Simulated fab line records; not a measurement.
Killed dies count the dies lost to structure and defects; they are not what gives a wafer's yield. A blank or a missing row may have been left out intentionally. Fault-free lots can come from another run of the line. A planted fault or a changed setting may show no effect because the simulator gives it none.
fab line records    flow n5Finfet    part 2 of 2: steps 5 to 6 of 6
record lots=21  wafers=63  lastDay=17
route steps=1938 shown HKMG_FIN@439 GATE_CUT@475
lots that met no fault: taken from a fault-free run of the same line
startH: the number of hours between the record's first day and the start of the first shown wafer of the lot    waitH: time in hours since the lot's previous step    " repeats the value in the row above    L1.1+2: a single row standing in for several wafers    - value missing, or start not given    * or withheld: withheld    < > ~ a bound
route shown NAME@n: a module of which the file shows steps, and the number in the route of the first    usual: average and standard deviation across the fault-free wafers    same: alike in all rows    chamber/n: place in a boat    sites: the reading at each site    _std_site: the values' standard deviation    _edge_site: outer sites' mean less inner sites'    radiusMm: for every site, how far away it sits from the centre of the wafer    mask NAME#n: copy n    behind: the last tool/chamber to shape the wafer    hold: why the lot went on hold/how many hours it stayed there/how the hold came to an end    device: the transistor (n, p or np) that didn't switch    end of line: tests of these same wafers at the route's end    a step without rows: its recipe alone    killed: dies lost to structure and defects at the first sort, not the wafer's yield    map: shows each die of a wafer: x if killed, . if not, _ if none is there
set.NAME: the setting as run; set.NAME@STEP: as run at that earlier step    model.NAME: the simulator's own value behind a step, which no gauge read
the route's steps for a sample of lots (tables are steps, rows are wafers)
services: from which hour (startH, from the record's first day; less than 0 if before it) a tool's chamber was out of use, for how many hours, and why
## steps
# step N5_GATE_CUT_HM_DEP_46
# recipe material=SiO2  targetThkA=1300  tempC=400  precursor=TEOS/O2  pressureTorr=6.5  rfW=900  teosFlowSccm=161.4  gas=O2  flowSccm=2650  timeS=26.6
# usual chamberPressureTorr=6.501/0.013  heaterPowerW=573/93  showerheadPlenumPTorr=8.32/0.045  throttleValvePct=18.7/1.1
lot.wafer  tool      chamber  startH  waitH  chamberPressureTorr  heaterPowerW  showerheadPlenumPTorr  throttleValvePct
L074.2     pecvd-03  2        82.38   0.0    6.505                609           8.35                   17.1
L074.4     "         0        "       "      6.497                486           8.35                   17.7
L074.5     "         1        "       "      6.485                667           8.33                   18.0
L075.1     pecvd-04  1        93.70   0.0    6.485                507           8.38                   19.0
L075.3     "         0        "       "      6.492                613           8.38                   18.8
L075.6     "         0        "       "      6.502                640           8.36                   18.8
L076.1     pecvd-01  0        97.32   0.0    6.500                667           8.32                   18.0
L076.2     "         2        "       "      6.501                508           8.30                   19.6
L076.3     "         1        "       "      6.506                497           8.24                   20.8
L077.2     pecvd-04  1        103.52  0.0    6.490                515           8.37                   19.0
L077.3     "         0        "       "      6.502                670           8.34                   18.9
L077.6     "         2        "       "      6.500                732           8.31                   17.7
L078.2     pecvd-03  1        109.04  0.0    6.511                656           8.35                   18.3
L078.3     "         2        "       "      6.508                621           8.37                   17.0
L078.5     "         0        "       "      6.502                484           8.36                   18.1
L080.2     pecvd-01  2        118.27  0.0    6.492                569           8.31                   19.6
L080.3     "         0        "       "      6.494                576           8.32                   18.1
L080.6     "         1        "       "      6.493                430           8.26                   20.4
L081.2     pecvd-01  1        125.23  0.0    6.508                461           8.25                   20.8
L081.3     "         2        "       "      6.483                431           8.31                   19.4
L081.4     "         2        "       "      6.503                461           8.30                   19.4
L082.1     pecvd-03  1        131.35  0.0    6.491                657           8.35                   18.3
L082.2     "         2        "       "      6.500                636           8.36                   17.0
L082.4     "         1        "       "      6.497                672           8.34                   18.3
L083.1     pecvd-03  0        138.47  0.0    6.510                518           8.33                   17.8
L083.3     "         2        "       "      6.509                614           8.36                   17.0
L083.6     "         2        "       "      6.478                628           8.35                   16.9
L084.1     pecvd-03  1        147.62  0.0    6.518                574           8.36                   18.1
L084.5     "         0        "       "      6.509                583           8.31                   18.2
L084.6     "         2        "       "      6.516                517           8.33                   16.9
L085.4     pecvd-01  0        152.02  0.1    6.479                598           8.31                   17.9
L085.5     "         1        "       "      6.513                396           8.24                   20.3
L085.6     "         2        "       "      6.516                581           8.31                   19.4
L087.2     pecvd-01  1        163.53  0.0    6.486                418           8.27                   20.6
L087.5     "         1        "       "      6.490                433           8.24                   20.4
L087.6     "         0        "       "      6.511                672           8.30                   18.0
L088.1     pecvd-01  0        166.35  0.0    6.512                665           8.31                   18.4
L088.2     "         2        "       "      6.485                522           8.34                   19.4
L088.6     "         1        "       "      6.491                396           8.26                   20.9
L089.1     pecvd-01  2        173.08  0.0    6.501                519           8.33                   19.4
L089.3     "         1        "       "      6.506                401           8.25                   20.3
L089.5     "         0        "       "      6.499                677           8.32                   18.1
L090.3     pecvd-04  1        182.35  0.0    6.478                540           8.38                   19.3
L090.4     "         1        "       "      6.488                547           8.38                   19.1
L090.6     "         2        "       "      6.492                579           8.30                   17.5
L091.1     pecvd-01  0        188.02  0.0    6.472                685           8.33                   18.1
L091.3     "         1        "       "      6.481                425           8.25                   20.8
L091.5     "         0        "       "      6.481                669           8.34                   18.0
L093.1     pecvd-04  1        197.65  0.0    6.503                598           8.38                   18.8
L093.3     "         2        "       "      6.491                739           8.32                   17.7
L093.4     "         2        "       "      6.481                569           8.33                   17.6
L094.1     pecvd-04  0        207.94  0.0    6.516                638           8.37                   18.8
L094.5     "         0        "       "      6.533                655           8.36                   19.0
L094.6     "         1        "       "      6.525                494           8.37                   18.9
L095.2     pecvd-03  2        210.86  0.0    6.498                635           8.33                   17.3
L095.3     "         0        "       "      6.478                586           8.34                   18.2
L095.5     "         2        "       "      6.499                603           8.35                   17.2
L096.1     pecvd-01  0        214.58  0.0    6.502                668           8.31                   18.3
L096.2     "         1        "       "      6.481                433           8.25                   21.0
L096.5     "         0        "       "      6.505                696           8.32                   17.9
L097.2     pecvd-01  1        222.69  0.0    6.516                523           8.22                   20.7
L097.3     "         1        "       "      6.508                393           8.23                   20.9
L097.6     "         1        "       "      6.513                388           8.24                   20.8
# step N5_GATE_CUT_ETCH_36
# recipe chemistry=CF4  target=SiARC  targetDepthA=130  maskMaterial=CAR-EUV  timeS=21.7  ionEnergyEv=80  pressureMtorr=40  sourceW=545  biasW=36  Ar_flow_sccm=100  cf4FlowSccm=100  ends=cleared
# usual drypumpMotorCurrentA=5.8/0.36  etchRfOnTimeS=21.8/0.53  oesProductAu=0.69/0.068  rfVppV=184.2/1.4  showerheadPlenumPTorr=2.16/0.083  throttleValvePct=15.52/0.23
lot.wafer  tool        chamber  startH  waitH  drypumpMotorCurrentA  etchRfOnTimeS  oesProductAu  rfHoursCounterH  rfVppV  showerheadPlenumPTorr  throttleValvePct
L074.2     rieDiel-06  3        83.29   0.0    5.6                   21.9           0.67          134              185.7   2.22                   15.45
L074.4     "           2        "       "      6.0                   22.1           0.73          52               186.4   2.26                   15.32
L074.5     "           1        "       "      6.2                   21.5           0.78          -                183.2   2.10                   15.21
L075.1     rieDiel-06  3        94.21   0.0    5.6                   22.0           0.66          137              185.3   2.21                   15.44
L075.3     "           1        "       "      6.2                   21.4           0.78          24               182.0   2.10                   15.22
L075.6     "           1        "       "      6.2                   21.3           0.78          -                183.7   2.10                   15.23
L076.1     rieDiel-04  0        97.89   0.0    5.6                   22.7           0.58          245              184.2   2.10                   15.65
L076.2     "           1        "       "      5.5                   22.0           0.62          181              182.8   2.14                   15.70
L076.3     "           1        "       "      5.5                   22.1           0.61          -                184.6   2.14                   15.70
L077.2     rieDiel-04  3        104.52  0.0    6.0                   20.9           0.85          1                184.6   2.19                   15.54
L077.3     "           1        "       "      5.6                   22.5           0.61          185              183.6   2.14                   15.70
L077.6     "           3        "       "      6.0                   21.0           0.85          -                183.7   2.19                   15.54
L078.2     rieDiel-02  1        109.55  0.0    5.6                   21.6           0.79          24               185.2   2.27                   15.22
L078.3     "           2        "       "      6.5                   22.1           0.70          58               183.3   2.08                   15.79
L078.5     "           1        "       "      5.6                   21.6           0.79          -                186.4   2.27                   15.22
L080.2     rieDiel-04  1        118.91  0.0    5.5                   22.4           0.60          191              183.8   2.14                   15.72
L080.3     "           3        "       "      6.0                   20.8           0.82          7                183.4   2.19                   15.57
L080.6     "           3        "       "      6.0                   20.8           0.82          -                183.3   2.19                   15.56
L081.2     rieDiel-06  1        125.86  0.0    6.2                   21.4           0.76          33               186.5   2.10                   15.23
L081.3     "           3        "       "      5.6                   22.0           0.66          145              185.7   2.21                   15.46
L081.4     "           2        "       "      6.0                   22.4           0.72          64               183.6   2.26                   15.34
L082.1     rieDiel-02  3        131.87  0.0    5.9                   20.9           0.75          58               184.8   2.28                   15.19
L082.2     "           1        "       "      5.6                   21.7           0.78          30               185.7   2.27                   15.23
L082.4     "           2        "       "      6.5                   22.0           0.69          65               183.3   2.07                   15.81
L083.1     rieDiel-06  2        139.20  0.0    6.0                   22.4           0.71          68               185.4   2.25                   15.36
L083.3     "           1        "       "      6.2                   21.5           0.76          38               184.1   2.10                   15.24
L083.6     "           1        "       "      6.2                   21.4           0.75          -                184.4   2.10                   15.23
L084.1     rieDiel-06  0        148.13  0.0    5.6                   22.6           0.61          188              182.1   2.04                   15.67
L084.5     "           0        "       "      5.6                   22.5           0.62          -                181.5   2.04                   15.70
L084.6     "           3        "       "      5.6                   22.0           0.66          -                185.0   2.21                   15.48
L085.4     rieDiel-06  0        153.18  0.0    5.6                   22.5           0.62          190              183.6   2.04                   15.69
L085.5     "           1        "       "      6.2                   21.7           0.75          -                182.5   2.09                   15.25
L085.6     "           0        "       "      5.6                   22.4           0.62          -                183.4   2.04                   15.69
L087.2     rieDiel-04  3        164.54  0.0    6.0                   21.3           0.79          19               185.1   2.18                   15.59
L087.5     "           1        "       "      5.5                   22.3           0.59          -                184.3   2.13                   15.74
L087.6     "           2        "       "      5.3                   21.4           0.70          -                183.2   2.07                   15.64
L088.1     rieDiel-04  1        166.86  0.0    5.5                   22.4           0.59          207              183.3   2.13                   15.75
L088.2     "           3        "       "      6.0                   21.3           0.79          19               184.3   2.18                   15.58
L088.6     "           0        "       "      5.7                   22.3           0.80          -                184.4   2.09                   15.20
L089.1     rieDiel-02  2        174.13  0.0    6.5                   21.5           0.69          78               184.5   2.07                   15.83
L089.3     "           0        "       "      5.1                   20.7           0.65          155              186.1   2.24                   15.85
L089.5     "           2        "       "      6.5                   21.8           0.68          -                183.1   2.07                   15.84
L090.3     rieDiel-04  2        182.87  0.0    5.4                   21.0           0.71          93               182.8   2.07                   15.66
L090.4     "           1        "       "      5.5                   22.3           0.59          211              183.3   2.13                   15.75
L090.6     "           0        "       "      5.7                   22.0           0.79          -                184.3   2.09                   15.21
L091.1     rieDiel-02  1        188.54  0.0    5.6                   21.8           0.75          47               187.5   2.26                   15.26
L091.3     "           3        "       "      5.9                   21.5           0.71          75               186.0   2.27                   15.22
L091.5     "           3        "       "      5.9                   21.5           0.72          -                185.8   2.27                   15.24
L093.1     rieDiel-06  3        198.66  0.0    5.6                   22.2           0.64          168              185.2   2.20                   15.51
L093.3     "           0        "       "      5.6                   22.5           0.60          204              182.5   2.04                   15.71
L093.4     "           1        "       "      6.2                   21.5           0.73          55               182.8   2.09                   15.27
L094.1     rieDiel-06  0        209.03  0.0    5.6                   22.5           0.60          206              180.6   2.03                   15.72
L094.5     "           0        "       "      5.6                   22.6           0.60          -                182.4   2.03                   15.72
L094.6     "           3        "       "      5.6                   21.9           0.64          -                185.2   2.20                   15.52
L095.2     rieDiel-02  0        211.37  0.0    5.1                   21.0           0.64          166              184.0   2.24                   15.88
L095.3     "           2        "       "      6.5                   21.8           0.68          90               182.1   2.06                   15.86
L095.5     "           3        "       "      5.9                   21.3           0.71          -                185.9   2.27                   15.25
L096.1     rieDiel-02  2        215.15  0.0    6.5                   22.1           0.67          91               182.0   2.06                   15.86
L096.2     "           3        "       "      5.9                   21.4           0.70          83               186.7   2.27                   15.25
L096.5     "           1        "       "      5.6                   21.5           0.75          -                186.1   2.26                   15.28
L097.2     rieDiel-06  1        223.22  0.0    6.2                   21.5           0.73          62               182.8   2.09                   15.30
L097.3     "           0        "       "      5.6                   22.6           0.60          211              183.3   2.03                   15.73
L097.6     "           1        "       "      6.2                   21.4           0.72          -                184.1   2.09                   15.31
## services
tool            chamber  startH  hours  kind
rieDiel-04      1        53.27   13.5   repair
cmp-04          -        55.86   5.2    pm
cmp-04          -        64.14   1.5    repair
rieDiel-05      0        77.23   7.1    repair
rieDiel-02      1        80.37   7.8    repair
rieDiel-02      0        80.68   14.0   repair
plasmaAsher-01  -        84.38   1.2    repair
pecvd-03        -        85.19   1.1    repair
plasmaAsher-01  -        88.71   1.4    repair
rieDiel-01      1        94.09   2.9    repair
pecvd-01        -        99.28   2.8    pm
rieDiel-05      0        122.16  10.0   repair
rieDiel-03      -        128.90  15.6   pm
pecvd-01        2        135.18  6.6    repair
cmp-04          -        158.74  3.8    repair
rieDiel-03      0        168.28  7.7    repair
cmp-02          -        178.01  4.0    pm
rieDiel-01      -        178.16  0.7    repair
rieDiel-06      1        181.26  7.0    repair
plasmaAsher-02  -        184.82  2.1    repair
rieDiel-06      2        187.71  4.6    repair
cmp-02          -        210.96  1.2    repair
rieDiel-05      1        213.01  3.8    repair
cmp-04          -        219.35  4.8    pm
